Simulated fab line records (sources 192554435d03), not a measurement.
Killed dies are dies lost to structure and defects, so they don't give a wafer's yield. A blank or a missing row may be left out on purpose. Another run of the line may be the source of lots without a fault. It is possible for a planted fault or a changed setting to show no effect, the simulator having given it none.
fab line records	flow n5_finfet
[record] lots = 10	wafers = 30	last_day = 18
route steps=1938 shown HKMG_FIN@409 BEOL_M4@1111 PASSIVATION@1936
lots that met no fault: taken from a fault-free run of the same line
start_h: start of the lot's first displayed wafer, in hours after the record's first day	wait_h: hours since the lot's step before	" as in the row above	L1.1+2: a row that stands for several wafers	- value missing, or start not given	* or withheld: withheld	< > ~ a bound
route shown NAME@n: a module of which the file shows steps, and the number in the route of the first	usual: average and standard deviation across the fault-free wafers	same: alike in all rows	chamber/n: place in a boat	sites: per-site readings	_std_site: their standard deviation	_edge_site: the outer-site mean with the inner-site mean subtracted	radius_mm: for every site, how far away it sits from the centre of the wafer	mask NAME#n: copy n	behind: the most recent tool/chamber to have shaped the wafer	hold: what put the lot on hold/how long, in hours/how the hold closed	device: transistor that didn't switch, given as n, p or np	end of line: tests run on the same wafers once the route is complete	a step without rows: its recipe alone	killed: count of dies lost to structure and defects at first sort (not the wafer's yield)	map: shows each die of a wafer: x if killed, . if not, _ if none is there
set.NAME: setting as actually run; set.NAME@STEP: the setting as run at that earlier step	model.NAME: the simulator's own value behind a step, which no gauge read
the route's steps for a sample of lots (tables are steps, rows are wafers)
services: a tool's chamber out of use, with start hour (start_h, from the record's first day; less than 0 if before it), hours out, and reason
[[steps]]
[step N5_HKMG_FIN_STRIP_60]
[recipe] chemistry = N2/H2	power_w = 2500	temp_c = 300	h2_frac = 0.65	time_s = 360	pressure_mtorr = withheld	n2_flow_sccm = 1750	h2_flow_sccm = 3250
[usual] drypump_motor_current_A = 5.9/0.68	heater_power_w = 485/28	n2_flow_sccm = 1750/4.7	temp_c = 299.96/0.2
[same] time_s = 360
lot.wafer	tool	chamber	start_h	wait_h	drypump_motor_current_A	heater_power_w	n2_flow_sccm	rf_hours_counter_h	temp_c
L158.2	plasma_asher-02	0	73.35	0.0	6.8	467	1744	35	300.16
L158.3	"	0	"	"	6.8	469	1752	-	299.96
L158.4	"	1	"	"	5.7	525	1759	-	299.73
L160.1	plasma_asher-02	1	86.20	0.0	5.7	528	1744	37	300.02
L160.3	"	1	"	"	5.7	525	1751	-	299.89
L160.4	"	0	"	"	6.8	466	1750	-	300.23
L161.1	plasma_asher-01	0	91.43	0.0	6.1	471	1746	87	299.71
L161.4	"	1	"	"	4.9	468	1747	-	299.64
L161.6	"	0	"	"	6.1	455	1746	-	300.05
L164.1	plasma_asher-02	0	108.48	0.0	6.8	458	1753	41	299.94
L164.2	"	1	"	"	5.7	523	1754	41	299.74
L164.4	"	1	"	"	5.7	548	1750	-	299.79
L165.1	plasma_asher-01	1	119.56	0.0	4.9	476	1748	92	300.08
L165.2	"	0	"	"	6.1	460	1753	92	299.67
L165.3	"	1	"	"	4.9	480	1752	-	299.75
L169.2	plasma_asher-01	1	142.36	0.0	4.9	466	1763	97	299.92
L169.3	"	1	"	"	4.8	458	1763	-	299.97
L169.6	"	1	"	"	4.8	475	1758	-	299.71
L170.2	plasma_asher-02	1	150.21	0.0	5.7	522	1753	49	300.17
L170.3	"	1	"	"	5.7	533	1751	-	300.39
L170.4	"	0	"	"	6.8	467	1751	-	300.27
L171.2	plasma_asher-02	0	153.05	0.0	6.8	479	1743	50	299.83
L171.4	"	0	"	"	6.8	460	1742	-	299.78
L171.6	"	1	"	"	5.7	529	1747	-	299.76
L177.2	plasma_asher-02	0	187.94	0.0	6.8	463	1748	58	300.35
L177.4	"	1	"	"	5.7	524	1744	-	299.60
L177.6	"	0	"	"	6.8	463	1759	-	299.90
L181.1	plasma_asher-01	0	210.38	0.0	6.1	459	1745	109	300.27
L181.4	"	0	"	"	6.1	478	1750	-	300.18
L181.5	"	1	"	"	4.9	469	1743	-	300.06
[step N5_HKMG_FIN_WET_ETCH_82]
[recipe] chemistry = dHCl	mix = 1:10000	temp_c = 25	target = La2O3	stop_on = HfO2	target_depth_nm = 2	dry = ipa_marangoni	rinse_time_s = 30	rinse_temp_c = 23
[usual] temp_c = 24.99/0.1
lot.wafer	tool	chamber	start_h	wait_h	temp_c
L158.2	wet_bench-03	7	74.57	0.0	24.95
L158.3	"	5	"	"	24.92
L158.4	"	1	"	"	24.85
L160.1	wet_bench-06	4	87.40	0.0	24.99
L160.3	"	6	"	"	24.94
L160.4	"	0	"	"	25.16
L161.1	wet_bench-05	7	92.69	0.0	25.06
L161.4	"	6	"	"	24.94
L161.6	"	1	"	"	24.88
L164.1	wet_bench-03	1	109.73	0.0	25.00
L164.2	"	7	"	"	25.10
L164.4	"	0	"	"	25.06
L165.1	wet_bench-03	2	120.75	0.0	25.15
L165.2	"	1	"	"	24.89
L165.3	"	5	"	"	24.97
L169.2	wet_bench-06	3	143.55	0.0	24.96
L169.3	"	4	"	"	25.28
L169.6	"	1	"	"	25.14
L170.2	wet_bench-06	7	151.39	0.0	24.93
L170.3	"	0	"	"	25.02
L170.4	"	3	"	"	24.94
L171.2	wet_bench-05	6	154.31	0.0	25.00
L171.4	"	7	"	"	25.07
L171.6	"	3	"	"	24.77
L177.2	wet_bench-06	6	189.13	0.0	24.95
L177.4	"	7	"	"	24.81
L177.6	"	1	"	"	24.95
L181.1	wet_bench-05	0	211.58	0.0	25.05
L181.4	"	1	"	"	25.12
L181.5	"	7	"	"	24.93
[step N5_HKMG_FIN_CD_MEAS_12]
[recipe] target_cd_nm = 92.8	landing_energy_ev = 500	detector = se_inlens
[usual] cd_nm = 92.8/0.64
lot.wafer	tool	chamber	start_h	wait_h	cd_nm
L158.2	cd_sem-01	0	75.66	-	92.5
L158.3	"	0	"	"	92.0
L158.4	"	0	"	"	91.9
L160.1	cd_sem-03	0	88.62	-	92.2
L160.3	"	0	"	"	93.7
L160.4	"	0	"	"	93.0
L161.1	cd_sem-03	0	93.78	-	92.9
L161.4	"	0	"	"	93.2
L161.6	"	0	"	"	93.4
L164.1	cd_sem-01	0	110.84	-	91.9
L164.2	"	0	"	"	92.7
L164.4	"	0	"	"	92.4
L165.1	cd_sem-02	0	121.96	-	92.4
L165.2	"	0	"	"	93.8
L165.3	"	0	"	"	93.9
L169.2	cd_sem-02	0	144.77	-	92.5
L169.3	"	0	"	"	93.0
L169.6	"	0	"	"	92.4
L170.2	cd_sem-02	0	152.64	-	92.0
L170.3	"	0	"	"	93.1
L170.4	"	0	"	"	92.3
L171.2	cd_sem-02	0	155.52	-	93.7
L171.4	"	0	"	"	93.7
L171.6	"	0	"	"	93.8
L177.2	cd_sem-03	0	190.22	-	93.4
L177.4	"	0	"	"	92.5
L177.6	"	0	"	"	93.5
L181.1	cd_sem-01	0	212.67	-	93.2
L181.4	"	0	"	"	93.2
L181.5	"	0	"	"	92.6
[step N5_HKMG_FIN_OVL_MEAS_13]
[recipe] points_per_wafer = 44
[usual] NWFM_OVL = 0.4/0.66
lot.wafer	tool	chamber	start_h	wait_h	NWFM_OVL[nm]
L158.2	overlay-02	0	75.69	0.0	0.2
L158.3	"	0	"	"	1.0
L158.4	"	0	"	"	0.0
L160.1	overlay-01	0	88.65	0.0	0.6
L160.3	"	0	"	"	0.8
L160.4	"	0	"	"	-0.7
L161.1	overlay-02	0	93.81	0.0	0.6
L161.4	"	0	"	"	0.8
L161.6	"	0	"	"	-0.6
L164.1	overlay-02	0	110.87	0.0	-0.7
L164.2	"	0	"	"	0.3
L164.4	"	0	"	"	0.0
L165.1	overlay-01	0	121.99	0.0	1.5
L165.2	"	0	"	"	0.8
L165.3	"	0	"	"	0.4
L169.2	overlay-02	0	144.80	0.0	0.7
L169.3	"	0	"	"	-0.3
L169.6	"	0	"	"	0.3
L170.2	overlay-01	0	152.67	0.0	-0.1
L170.3	"	0	"	"	1.1
L170.4	"	0	"	"	-0.2
L171.2	overlay-02	0	155.55	0.0	1.1
L171.4	"	0	"	"	1.2
L171.6	"	0	"	"	0.7
L177.2	overlay-01	0	190.25	0.0	-0.2
L177.4	"	0	"	"	0.6
L177.6	"	0	"	"	0.5
L181.1	overlay-02	0	212.70	0.0	0.0
L181.4	"	0	"	"	1.2
L181.5	"	0	"	"	0.5
[step N5_HKMG_FIN_INSPECT_14]
[recipe] mode = adi	inspect_instrument = macro
[usual] raw_defect_count = 2.2/1.4
lot.wafer	tool	chamber	start_h	wait_h	raw_defect_count
L158.2	defect_inspect-02	-	75.72	0.0	3
L158.3	"	-	"	"	3
L158.4	"	-	"	"	4
L160.1	defect_inspect-01	-	88.67	0.0	1
L160.3	"	-	"	"	2
L160.4	"	-	"	"	2
L161.1	defect_inspect-02	-	93.83	0.0	2
L161.4	"	-	"	"	4
L161.6	"	-	"	"	4
L164.1	defect_inspect-02	-	110.89	0.0	0
L164.2	"	-	"	"	4
L164.4	"	-	"	"	2
L165.1	defect_inspect-02	-	122.02	0.0	1
L165.2	"	-	"	"	6
L165.3	"	-	"	"	3
L169.2	defect_inspect-02	-	144.82	0.0	2
L169.3	"	-	"	"	2
L169.6	"	-	"	"	3
L170.2	defect_inspect-02	-	152.69	0.0	>300
L170.3	"	-	"	"	>300
L170.4	"	-	"	"	>300
L171.2	defect_inspect-02	-	155.58	0.0	3
L171.4	"	-	"	"	1
L171.6	"	-	"	"	2
L177.2	defect_inspect-02	-	190.27	0.0	>300
L177.4	"	-	"	"	>300
L177.6	"	-	"	"	>300
L181.1	defect_inspect-01	-	212.73	0.0	2
L181.4	"	-	"	"	3
L181.5	"	-	"	"	2
[step N5_BEOL_M4_RC_MEAS_101]
[usual] DIBL_N = 36.2/1.7	DIBL_P = 36.2/2.2	IOFF_N = 0.16/0.035	IOFF_P = 0.21/0.042	ION_N = 673/13	ION_P = 462/7.9	SS_N = 71.4/0.59	SS_P = 73.2/0.7	VT_N = 250/3.6	VT_P = -251/3.5
lot.wafer	tool	chamber	start_h	wait_h	DIBL_N[mV/V]	DIBL_P[mV/V]	IOFF_N[nA/um]	IOFF_P[nA/um]	ION_N[uA/um]	ION_P[uA/um]	SS_N[mV/dec]	SS_P[mV/dec]	VT_N[mV]	VT_P[mV]
L158.2	prober-01	0	158.81	0.2	39.5	39.9	0.20	0.24	672	458	72.9	74.6	248	-248
L158.3	"	0	"	"	37.5	36.7	0.17	0.20	681	461	71.9	74.5	253	-251
L158.4	"	0	"	"	34.2	33.5	0.11	0.15	642	443	71.0	72.4	256	-256
L160.1	prober-01	0	173.48	0.0	33.7	35.2	0.14	0.21	667	469	70.5	72.9	252	-250
L160.3	"	0	"	"	35.4	37.1	0.16	0.23	674	473	71.1	73.2	250	-248
L160.4	"	0	"	"	35.9	37.6	0.18	0.23	682	473	71.9	74.0	248	-250
L161.1	prober-02	0	175.22	0.0	36.6	37.7	0.20	0.26	688	468	72.1	73.4	243	-246
L161.4	"	0	"	"	39.1	41.7	0.27	0.34	713	482	71.7	74.9	240	-244
L161.6	"	0	"	"	39.0	41.1	0.27	0.34	696	476	72.7	74.9	240	-243
L164.1	prober-01	0	196.32	0.0	35.6	38.0	0.17	0.21	681	456	71.0	72.9	252	-250
L164.2	"	0	"	"	34.7	36.0	0.14	0.18	662	454	71.7	73.0	250	-253
L164.4	"	0	"	"	38.1	39.9	0.20	0.23	681	458	71.8	74.0	249	-251
L165.1	prober-02	0	211.46	0.0	37.3	37.1	0.18	0.24	676	468	71.6	72.4	249	-248
L165.2	"	0	"	"	37.1	38.6	0.19	0.27	691	477	71.7	73.7	246	-247
L165.3	"	0	"	"	36.5	36.5	0.16	0.22	682	463	71.3	72.6	250	-250
L169.2	prober-01	0	240.28	0.2	33.6	32.4	0.11	0.16	655	450	70.5	71.7	251	-253
L169.3	"	0	"	"	35.7	35.6	0.14	0.21	661	459	70.5	73.2	249	-251
L169.6	"	0	"	"	33.9	32.6	0.11	0.17	666	455	70.8	73.0	255	-253
L170.2	prober-02	0	244.27	0.2	35.3	34.2	0.12	0.16	662	457	70.2	72.5	255	-255
L170.3	"	0	"	"	37.7	37.2	0.16	0.19	686	458	71.1	73.5	249	-253
L170.4	"	0	"	"	37.8	38.8	0.16	0.22	677	464	72.0	73.0	250	-252
L171.2	prober-02	0	247.97	0.2	36.2	34.2	0.14	0.17	679	460	72.2	73.1	252	-255
L171.4	"	0	"	"	35.7	34.5	0.13	0.17	680	461	70.5	73.2	254	-256
L171.6	"	0	"	"	37.3	35.9	0.15	0.19	674	461	71.6	72.7	253	-251
L177.2	prober-01	0	287.95	0.2	35.2	34.0	0.13	0.18	668	460	71.4	72.7	250	-253
L177.4	"	0	"	"	37.4	36.2	0.18	0.22	685	467	71.3	72.8	245	-251
L177.6	"	0	"	"	36.4	34.2	0.15	0.19	661	455	70.8	73.1	249	-252
L181.1	prober-01	0	305.78	0.0	34.9	36.8	0.15	0.17	665	450	70.6	73.9	252	-257
L181.4	"	0	"	"	35.1	35.5	0.14	0.16	672	451	71.4	73.2	252	-259
L181.5	"	0	"	"	34.1	35.1	0.13	0.16	666	454	71.0	73.1	255	-258
[step N5_PASSIVATION_PROBE_49]
[usual] defect_limited_yield = 91.4/1.4	killed_at_M0_to_M3 = 31/10	killed_at_M4_up = 14/5.6	killed_at_contacts = 13/6.3	killed_at_front_end = 39/10	killed_at_other = 4/3.1	killed_dies = 101/16	killed_on_rim = 13/3.9	killed_open = 65/13	killed_short = 34/7.2	sort_bin_5_function = 5.1/0.88	sort_bin_6_memory = 3.2/0.66	sort_n_pass = 1079/16	sort_yield_pct = 91.4/1.4
[same] gross_dies = 1180	killed_at_back_side = 0	sort_bin_4_leakage[%] = 0	sort_bin_8_speed[%] = 0
lot.wafer	tool	chamber	start_h	wait_h	defect_limited_yield[%]	killed_at_M0_to_M3	killed_at_M4_up	killed_at_contacts	killed_at_front_end	killed_at_other	killed_dies	killed_on_rim	killed_open	killed_short	sort_bin_5_function[%]	sort_bin_6_memory[%]	sort_n_pass	sort_yield_pct[%]
L158.2	prober-01	-	274.71	0.1	88.6	45	10	18	58	3	134	16	97	34	6.7	4.2	1046	88.6
L158.3	prober-01	-	274.76	0.1	90.1	32	15	11	57	2	117	14	75	40	6.1	3.4	1063	90.1
L158.4	prober-01	-	274.81	0.2	91.8	30	12	15	38	2	97	16	65	32	4.4	3.6	1083	91.8
L160.1	prober-02	-	279.56	0.0	89.7	32	10	19	55	5	121	13	74	45	5.7	4.2	1059	89.7
L160.3	prober-02	-	279.66	0.1	91.7	35	21	19	21	2	98	17	69	27	4.9	3.2	1082	91.7
L160.4	prober-02	-	279.71	0.2	90.9	34	9	19	39	6	107	15	74	33	5.8	3.0	1073	90.9
L161.1	prober-01	-	284.85	0.0	89.1	17	19	5	83	5	129	21	80	42	5.7	4.2	1051	89.1
L161.4	prober-01	-	285.00	0.2	86.8	47	22	27	56	4	156	10	113	42	7.9	4.7	1024	86.8
L161.6	prober-01	-	285.10	0.3	91.5	17	16	18	46	3	100	16	69	28	4.6	3.3	1080	91.5
L164.1	prober-01	-	294.80	0.0	93.8	23	6	10	32	2	73	9	44	27	3.6	2.5	1107	93.8
L164.2	prober-01	-	294.85	0.1	91.5	37	13	14	34	2	100	7	74	26	5.3	3.0	1080	91.5
L164.4	prober-01	-	294.95	0.2	93.1	31	9	4	34	3	81	13	51	29	3.6	2.9	1099	93.1
L165.1	prober-01	-	316.07	0.0	90.8	45	9	22	29	3	108	13	71	37	5.6	3.1	1072	90.8
L165.2	prober-01	-	316.12	0.1	91.6	37	10	14	34	4	99	7	63	35	5.1	3.1	1081	91.6
L165.3	prober-01	-	316.17	0.1	93.1	31	3	5	37	5	81	12	46	35	4.2	2.6	1099	93.1
L169.2	prober-01	-	340.85	0.1	93.1	22	13	11	33	3	82	9	45	35	3.8	2.9	1098	93.1
L169.3	prober-01	-	340.90	0.1	89.0	38	33	2	54	3	130	21	90	39	6.9	3.5	1050	89.0
L169.6	prober-01	-	341.05	0.3	87.8	52	17	17	57	1	144	14	99	44	7.3	4.2	1036	87.8
L170.2	prober-01	-	346.59	0.1	84.5	30	11	16	122	4	183	26	54	38	9.2	3.6	997	84.5
L170.3	prober-01	-	346.64	0.1	78.7	49	17	16	169	0	251	30	71	42	12.3	4.3	929	78.7
L170.4	prober-01	-	346.69	0.2	80.7	36	14	18	156	4	228	28	66	25	12.2	3.2	952	80.7
L171.2	prober-02	-	356.06	0.1	88.0	49	17	10	55	11	142	13	93	46	6.9	4.7	1038	88.0
L171.4	prober-02	-	356.16	0.2	92.2	21	13	11	36	11	92	14	53	36	4.8	2.5	1088	92.2
L171.6	prober-02	-	356.26	0.3	90.1	32	18	8	51	8	117	14	79	34	5.4	4.1	1063	90.1
L177.2	prober-01	-	388.35	0.1	79.2	24	11	7	201	2	245	19	66	30	12.5	4.7	935	79.2
L177.4	prober-01	-	388.45	0.2	85.6	31	14	12	110	3	170	28	53	35	8.6	3.1	1010	85.6
L177.6	prober-01	-	388.55	0.3	81.4	17	18	12	172	0	219	19	46	26	12.5	3.0	961	81.4
// killed by level:class
L158.2 STI_FIN_REVEAL:geometric_particle:open=16 MOL_CONTACT_COAG:geometric_particle:open=15 FIN_SAQP:geometric_particle:open=14 BEOL_M0_SAQP:geometric_particle:open=10 BEOL_M3:geometric_particle:open=10 BEOL_M0_SAQP:geometric_particle:short=9 FIN_SAQP:geometric_particle:short=8 BEOL_M1:geometric_particle:open=4
L158.3 FIN_SAQP:geometric_particle:open=11 STI_FIN_REVEAL:geometric_particle:open=10 MOL_CONTACT_COAG:geometric_particle:open=10 FIN_SAQP:geometric_particle:short=9 BEOL_M0_SAQP:geometric_particle:open=7 ILD0:geometric_particle:short=6 BEOL_M0_SAQP:geometric_particle:short=6 BEOL_M2:geometric_particle:open=6
L158.4 MOL_CONTACT_COAG:geometric_particle:open=10 FIN_SAQP:geometric_particle:open=9 STI_FIN_REVEAL:geometric_particle:open=7 BEOL_M3:geometric_particle:open=6 BEOL_M1:geometric_particle:open=6 FIN_SAQP:geometric_particle:short=5 BEOL_M0_SAQP:geometric_particle:open=5 MOL_CONTACT_COAG:geometric_particle:short=5
L160.1 STI_FIN_REVEAL:geometric_particle:open=14 MOL_CONTACT_COAG:geometric_particle:open=11 BEOL_M0_SAQP:geometric_particle:short=9 FIN_SAQP:geometric_particle:open=8 BEOL_M0_SAQP:geometric_particle:open=8 MOL_CONTACT_COAG:geometric_particle:short=7 FIN_SAQP:geometric_particle:short=6 STI_FIN_REVEAL:geometric_particle:short=5
L160.3 MOL_CONTACT_COAG:geometric_particle:open=15 BEOL_M4:geometric_particle:open=15 BEOL_M0_SAQP:geometric_particle:short=7 BEOL_M0_SAQP:geometric_particle:open=7 BEOL_M2:geometric_particle:open=6 FIN_SAQP:geometric_particle:open=5 FIN_SAQP:geometric_particle:short=5 BEOL_M3:geometric_particle:open=5
L160.4 MOL_CONTACT_COAG:geometric_particle:open=16 BEOL_M2:geometric_particle:open=13 FIN_SAQP:geometric_particle:open=10 FIN_SAQP:geometric_particle:short=9 BEOL_M0_SAQP:geometric_particle:short=9 STI_FIN_REVEAL:geometric_particle:open=6 DUMMY_GATE:geometric_particle:open=3 GATE_CUT:geometric_particle:open=3
L161.1 FIN_SAQP:geometric_particle:open=27 STI_FIN_REVEAL:geometric_particle:open=21 FIN_SAQP:geometric_particle:short=15 BEOL_M0_SAQP:geometric_particle:short=7 BEOL_M4:geometric_particle:open=7 BEOL_M4:geometric_particle:short=4 HKMG_FIN:area_etch=4 MOL_CONTACT_COAG:geometric_particle:open=3
L161.4 STI_FIN_REVEAL:geometric_particle:open=34 MOL_CONTACT_COAG:geometric_particle:open=19 BEOL_M1:geometric_particle:open=10 MOL_CONTACT_COAG:geometric_particle:short=8 BEOL_M0_SAQP:geometric_particle:open=7 BEOL_M1:geometric_particle:short=7 FIN_SAQP:geometric_particle:open=6 STI_FIN_REVEAL:geometric_particle:short=6
L161.6 FIN_SAQP:geometric_particle:open=13 MOL_CONTACT_COAG:geometric_particle:open=13 STI_FIN_REVEAL:geometric_particle:open=10 BEOL_M3:geometric_particle:open=8 MOL_CONTACT_COAG:geometric_particle:short=5 GATE_CUT:geometric_particle:short=4 BEOL_M4:geometric_particle:open=4 FIN_SAQP:geometric_particle:short=3
L164.1 FIN_SAQP:geometric_particle:open=8 MOL_CONTACT_COAG:geometric_particle:open=7 FIN_SAQP:geometric_particle:short=6 BEOL_M0_SAQP:geometric_particle:open=6 GATE_CUT:geometric_particle:short=4 BEOL_M1:geometric_particle:short=4 MOL_CONTACT_COAG:geometric_particle:short=3 BEOL_M2:geometric_particle:open=3
L164.2 BEOL_M3:geometric_particle:open=16 MOL_CONTACT_COAG:geometric_particle:open=13 FIN_SAQP:geometric_particle:short=7 BEOL_M0_SAQP:geometric_particle:short=6 STI_FIN_REVEAL:geometric_particle:open=5 BEOL_M2:geometric_particle:open=5 DUMMY_GATE:geometric_particle:open=4 BEOL_M0_SAQP:geometric_particle:open=4
L164.4 BEOL_M0_SAQP:geometric_particle:open=13 FIN_SAQP:geometric_particle:short=10 BEOL_M0_SAQP:geometric_particle:short=7 FIN_SAQP:geometric_particle:open=6 BEOL_M1:geometric_particle:open=5 BEOL_M8:geometric_particle:open=4 MOL_CONTACT_COAG:geometric_particle:open=3 BEOL_M7:geometric_particle:open=3
L165.1 MOL_CONTACT_COAG:geometric_particle:open=16 BEOL_M1:geometric_particle:open=10 BEOL_M0_SAQP:geometric_particle:short=8 BEOL_M3:geometric_particle:open=8 STI_FIN_REVEAL:geometric_particle:open=7 BEOL_M0_SAQP:geometric_particle:open=7 MOL_CONTACT_COAG:geometric_particle:short=6 GATE_CUT:geometric_particle:short=5
L165.2 MOL_CONTACT_COAG:geometric_particle:open=14 BEOL_M0_SAQP:geometric_particle:short=10 BEOL_M0_SAQP:geometric_particle:open=7 STI_FIN_REVEAL:geometric_particle:open=6 BEOL_M3:geometric_particle:open=6 BEOL_M4:geometric_particle:open=5 FIN_SAQP:geometric_particle:open=4 FIN_SAQP:geometric_particle:short=4
L165.3 BEOL_M0_SAQP:geometric_particle:open=9 STI_FIN_REVEAL:geometric_particle:short=8 STI_FIN_REVEAL:geometric_particle:open=8 BEOL_M0_SAQP:geometric_particle:short=6 BEOL_M3:geometric_particle:open=6 GATE_CUT:geometric_particle:short=5 BEOL_M1:geometric_particle:open=5 FIN_SAQP:geometric_particle:open=3
L169.2 FIN_SAQP:geometric_particle:short=9 MOL_CONTACT_COAG:geometric_particle:open=8 BEOL_M1:geometric_particle:open=7 BEOL_M4:geometric_particle:open=7 STARTING-WAFER:geometric_particle:short=6 DUMMY_GATE:geometric_particle:open=5 FIN_SAQP:geometric_particle:open=4 BEOL_M0_SAQP:geometric_particle:short=4
L169.3 BEOL_M4:geometric_particle:open=21 FIN_SAQP:geometric_particle:open=13 BEOL_M1:geometric_particle:open=12 FIN_SAQP:geometric_particle:short=11 GATE_CUT:geometric_particle:open=8 GATE_CUT:geometric_particle:short=6 BEOL_M0:geometric_particle:open=6 BEOL_M3:geometric_particle:open=6
L169.6 FIN_SAQP:geometric_particle:open=15 BEOL_M1:geometric_particle:open=14 STI_FIN_REVEAL:geometric_particle:open=12 MOL_CONTACT_COAG:geometric_particle:open=11 BEOL_M2:geometric_particle:open=9 BEOL_M4:geometric_particle:open=9 BEOL_M3:geometric_particle:open=8 FIN_SAQP:geometric_particle:short=7
L170.2 HKMG_FIN:unspecified=91 BEOL_M0_SAQP:geometric_particle:short=13 MOL_CONTACT_COAG:geometric_particle:open=12 BEOL_M4:geometric_particle:open=8 FIN_SAQP:geometric_particle:open=7 FIN_SAQP:geometric_particle:short=6 STI_FIN_REVEAL:geometric_particle:open=6 BEOL_M0:geometric_particle:open=5
L170.3 HKMG_FIN:unspecified=135 BEOL_M0_SAQP:geometric_particle:short=16 MOL_CONTACT_COAG:geometric_particle:open=14 FIN_SAQP:geometric_particle:short=10 BEOL_M0_SAQP:geometric_particle:open=9 BEOL_M4:geometric_particle:open=8 STI_FIN_REVEAL:geometric_particle:open=7 BEOL_M3:geometric_particle:open=7
L170.4 HKMG_FIN:unspecified=134 MOL_CONTACT_COAG:geometric_particle:open=14 BEOL_M0_SAQP:geometric_particle:short=8 FIN_SAQP:geometric_particle:open=7 BEOL_M0_SAQP:geometric_particle:open=7 BEOL_M0:geometric_particle:open=6 STI_FIN_REVEAL:geometric_particle:open=4 BEOL_M1:geometric_particle:short=4
L171.2 BEOL_M0_SAQP:geometric_particle:short=16 BEOL_M0_SAQP:geometric_particle:open=14 DUMMY_GATE:geometric_particle:open=11 STI_FIN_REVEAL:geometric_particle:open=9 BEOL_M4:geometric_particle:open=9 MOL_CONTACT_COAG:geometric_particle:open=8 GATE_CUT:geometric_particle:short=7 BEOL_M2:geometric_particle:open=6
L171.4 MOL_CONTACT_COAG:geometric_particle:open=9 BEOL_M0_SAQP:geometric_particle:short=7 FIN_SAQP:geometric_particle:short=6 FIN_SAQP:geometric_particle:open=5 DUMMY_GATE:geometric_particle:short=5 DUMMY_GATE:geometric_particle:open=5 BEOL_M2:geometric_particle:open=5 BEOL_M4:geometric_particle:open=5
L171.6 FIN_SAQP:geometric_particle:open=13 BEOL_M0_SAQP:geometric_particle:open=12 GATE_CUT:geometric_particle:open=9 BEOL_M0_SAQP:geometric_particle:short=7 STI_FIN_REVEAL:geometric_particle:open=6 DUMMY_GATE:geometric_particle:open=6 MOL_CONTACT_COAG:geometric_particle:open=5 MIM_BOT:geometric_particle:open=4
L177.2 HKMG_FIN:unspecified=149 FIN_SAQP:geometric_particle:open=13 BEOL_M0_SAQP:geometric_particle:open=13 STI_FIN_REVEAL:geometric_particle:open=8 FIN_SAQP:geometric_particle:short=7 GATE_CUT:geometric_particle:short=5 GATE_CUT:geometric_particle:open=5 BEOL_M0_SAQP:geometric_particle:short=5
L177.4 HKMG_FIN:unspecified=81 MOL_CONTACT_COAG:geometric_particle:open=9 BEOL_M0_SAQP:geometric_particle:short=8 FIN_SAQP:geometric_particle:open=5 GATE_CUT:geometric_particle:short=5 BEOL_M2:geometric_particle:open=5 BEOL_M3:geometric_particle:open=5 FIN_SAQP:geometric_particle:short=4
L177.6 HKMG_FIN:unspecified=147 MOL_CONTACT_COAG:geometric_particle:open=8 GATE_CUT:geometric_particle:short=6 BEOL_M4:geometric_particle:open=5 BEOL_M5:geometric_particle:open=5 FIN_SAQP:geometric_particle:short=4 FIN_SAQP:geometric_particle:open=4 MOL_CONTACT_COAG:geometric_particle:short=4
[[services]]
tool	chamber	start_h	hours	kind
plasma_asher-01	-	145.89	2.8	pm
wet_bench-06	-	183.07	1.5	repair
[[key]]
[first_sign] step = N5_HKMG_FIN_INSPECT_14	reading = raw_defect_count	direction = up	sigmas = 99+	usual = 2.2	struck = >300
[effect] step = N5_PASSIVATION_PROBE_49	reading = killed_at_front_end	direction = up	sigmas = 11	usual = 39	struck = 155
[more_kills_born_at] N5_HKMG_FIN_WET_ETCH_82@wet_bench-06 = 737
met_at N5_HKMG_FIN_WET_ETCH_82
struck_lots L170,L177
not_acting_at N5_HKMG_FIN_STRIP_60,N5_HKMG_FIN_CD_MEAS_12,N5_HKMG_FIN_OVL_MEAS_13
onset_between 143.55 151.39
[fault] kind = chamber_particle_source	tool = wet_bench-06	chamber = -	onset_h = 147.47	steps = N5_HKMG_FIN_WET_ETCH_82	rate_per_visit_cm2 = 1.8724	end_h = 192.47
